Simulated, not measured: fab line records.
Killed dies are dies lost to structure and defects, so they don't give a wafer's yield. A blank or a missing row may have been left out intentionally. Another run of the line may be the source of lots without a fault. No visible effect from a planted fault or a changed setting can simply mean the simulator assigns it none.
Split-lot study + flow n5 finfet + 7 lots, 21 wafers read, on a route of 1938 steps

THE SPLIT ITSELF
At N5_BEOL_M8_DESCUM_16 (chemistry O2, time 7.9 s), the setting time s was moved away from the recipe's 7.9 s on 9 of the 21 wafers read, by -22.5% to +20.4%. For the rest of the wafers, this setting stayed at what the recipe calls for.

The file shows no step between the split and the reading.

THE READING
CAR-ArF_of_BEOL_M8_COAT_05.thk nm (the simulator's own value, which no gauge read), in nm, at N5_BEOL_M8_ETCH_61 (etches SiARC in CF4, target depth 45.5 nm, time 75.8 s). No usual value for it is given in the file. Here, 12 wafers ran the recipe; their average is 50.9 nm with a standard deviation of 0.3 nm.

| wafer  | tool, chamber at the split | time s as run, s | against the recipe | CAR-ArF_of_BEOL_M8_COAT_05.thk nm, nm | against lot-mates on the recipe |
|--------|----------------------------|------------------|--------------------|---------------------------------------|---------------------------------|
| L074.2 | rie diel-04, 3             | 6.433            | -18.6%             | 51.2                                  | +1.0                            |
| L074.5 | rie diel-04, 2             | 6.433            | -18.6%             | 51.4                                  | +1.2                            |
| L074.6 | rie diel-04, 3             | 7.9              | recipe             | 50.2                                  | -                               |
| L076.2 | rie diel-04, 2             | 6.314            | -20.1%             | 51.6                                  | +0.8                            |
| L076.3 | rie diel-04, 0             | 7.9              | recipe             | 50.6                                  | -                               |
| L076.5 | rie diel-04, 1             | 7.9              | recipe             | 51                                    | -                               |
| L078.1 | rie diel-04, 1             | 9.397            | +18.9%             | 49.8                                  | -0.8                            |
| L078.2 | rie diel-04, 3             | 9.397            | +18.9%             | 49.6                                  | -1.0                            |
| L078.6 | rie diel-04, 2             | 7.9              | recipe             | 50.6                                  | -                               |
| L085.4 | rie diel-05, 0,2           | 7.9              | recipe             | 51.2                                  | -                               |
| L085.6 | rie diel-05, 0,2           | 7.9              | recipe             | 51.2                                  | -                               |
| L085.5 | rie diel-05, 3             | 9.111            | +15.3%             | 50.4                                  | -0.8                            |
| L089.3 | rie diel-06, 3             | 7.9              | recipe             | 51.2                                  | -                               |
| L089.4 | rie diel-06, 1,3           | 9.514            | +20.4%             | 50.2                                  | -1.0                            |
| L089.5 | rie diel-06, 1,3           | 9.514            | +20.4%             | 50.2                                  | -1.0                            |
| L092.3 | rie diel-04, 1,3           | 7.9              | recipe             | 51                                    | -                               |
| L092.6 | rie diel-04, 1,3           | 7.9              | recipe             | 51                                    | -                               |
| L092.4 | rie diel-04, 3             | 7.9              | recipe             | 51.2                                  | -                               |
| L094.1 | rie diel-05, 3,1           | 7.9              | recipe             | 51                                    | -                               |
| L094.2 | rie diel-05, 3,1           | 7.9              | recipe             | 51                                    | -                               |
| L094.6 | rie diel-05, 0             | 6.126            | -22.5%             | 52.2                                  | +1.2                            |
The file does not say which wafer passed through which chamber wherever a row lists several chambers: such a row stands for several wafers.

FIT RESULTS
A straight line over all 21 wafers: CAR-ArF_of_BEOL_M8_COAT_05.thk nm changes by -0.0412 nm for each +1% of time s; r = -0.86; the points scatter about the line by 0.32 nm.
The same after taking each lot's own level away (the mean of its wafers on the recipe; 21 wafers): -0.0506 nm for each +1%; r = -0.99; scatter 0.12 nm.
On that fit, the largest move of time s shifts the reading by 1.1 nm.
Across the lots, their own levels run from 50.20 to 51.20 nm, a range of 3.4 times the standard deviation given above.
Hence the slope depends on the lot-to-lot level, as the two fits are not the same.
Check: with one of the wafers moved furthest among these (-22.5%) left out of the fit, the line predicts +1.14 nm for it against its lot-mates. Against them it came out at +1.2 nm.

OTHER SPLITS APPLIED TO THESE WAFERS
Note: prior to the reading, these wafers also went through further splits. Each is held against what the fit with the lots' levels taken away leaves over:
| other split on the same wafers | wafers away from the commonest value | r with CAR-ArF_of_BEOL_M8_COAT_05.thk nm (lot level and that fit taken away) |
|--------------------------------|--------------------------------------|------------------------------------------------------------------------------|
| N5_BEOL_M7_EXPOSE_08 dose mj   | 6                                    | -0.08                                                                        |

THE WHOLE CHAIN: every reading that the file lists as answering this split, in the file's order
| step                 | what it does                                           | reading                                                                            | change (the file's fit)                | r (the file's) |
|----------------------|--------------------------------------------------------|------------------------------------------------------------------------------------|----------------------------------------|----------------|
| N5_BEOL_M8_DESCUM_16 | chemistry O2, time 7.9 s                               | CAR-ArF_of_BEOL_M8_COAT_05.thk nm (the simulator's own value, which no gauge read) | -0.0513 nm for each +1% of the setting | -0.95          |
| N5_BEOL_M8_ETCH_61   | etches SiARC in CF4, target depth 45.5 nm, time 75.8 s | CAR-ArF_of_BEOL_M8_COAT_05.thk nm (the simulator's own value, which no gauge read) | -0.05 nm for each +1% of the setting   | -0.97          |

THE FILE'S OWN FIT
CAR-ArF_of_BEOL_M8_COAT_05.thk nm changes by -0.05 nm for each +1% of time s, r = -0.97.
